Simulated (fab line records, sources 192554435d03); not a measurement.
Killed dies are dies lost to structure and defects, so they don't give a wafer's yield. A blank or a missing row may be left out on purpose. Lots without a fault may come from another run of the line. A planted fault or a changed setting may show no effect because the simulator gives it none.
Chamber matching | flow n5_finfet | N5_BEOL_M3_DEP_57 on pecvd-03: 3 sister chambers
The step deposits SiCN from 3MS/NH3, target thk 8 nm, time 14 s. 6 wafers are shown with their chamber, then 10 later ones without.

WAFERS WITH THEIR CHAMBER
wafer  | chamber | throttle_valve_pct (%) | rf_fwd_power_W (W)
L076.2 | 1       | 9.6                    | 200.8
L079.3 | 1       | 9.6                    | 201.4
L084.5 | 2       | 8.2                    | 199.6
L084.6 | 0       | 9.1                    | 198.7
L085.2 | 2       | 8.1                    | 200.3
L085.3 | 0       | 9.2                    | 200.1

WAFERS WITHOUT THEIR CHAMBER
wafer  | throttle_valve_pct (%) | rf_fwd_power_W (W)
L085.4 | 7.8                    | 200.6
L089.1 | 8.7                    | 199.7
L089.4 | 9.1                    | 198.7
L089.5 | 8.2                    | 200.1
L090.2 | 9.4                    | 198.6
L090.3 | 8.9                    | 198.6
L090.5 | 8.2                    | 200.7
L091.3 | 9.7                    | 199.9
L091.4 | 9.1                    | 199.6
L091.5 | 9.6                    | 200.2

WHICH CHAMBER EACH WENT THROUGH
wafer  | from the rows above     | in truth
L085.4 | 2                       | 2
L089.1 | can't be placed: 0 or 2 | 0
L089.4 | 0                       | 0
L089.5 | 2                       | 2
L090.2 | can't be placed: 0 or 1 | 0
L090.3 | 0                       | 0
L090.5 | 2                       | 2
L091.3 | 1                       | 1
L091.4 | 0                       | 0
L091.5 | 1                       | 1
Placed correctly: 8 of 10. Can't be placed from these rows: 2 (the true chamber is among the candidates in 2). Placed wrongly: 0.
How it was worked out, from the rows above alone: a wafer's distance from a chamber is the root of the sum, over the readings, of the square of ((its reading less the chamber's mean) divided by the reading's scatter). The wafer belongs to the nearest chamber; if the next one is less than 2 further off, it can't be placed. A chamber's mean is the mean of its shown wafers. The scatter: the root of (the sum of the squares of (reading less its chamber's mean) over the shown wafers, divided by (wafers less chambers)).
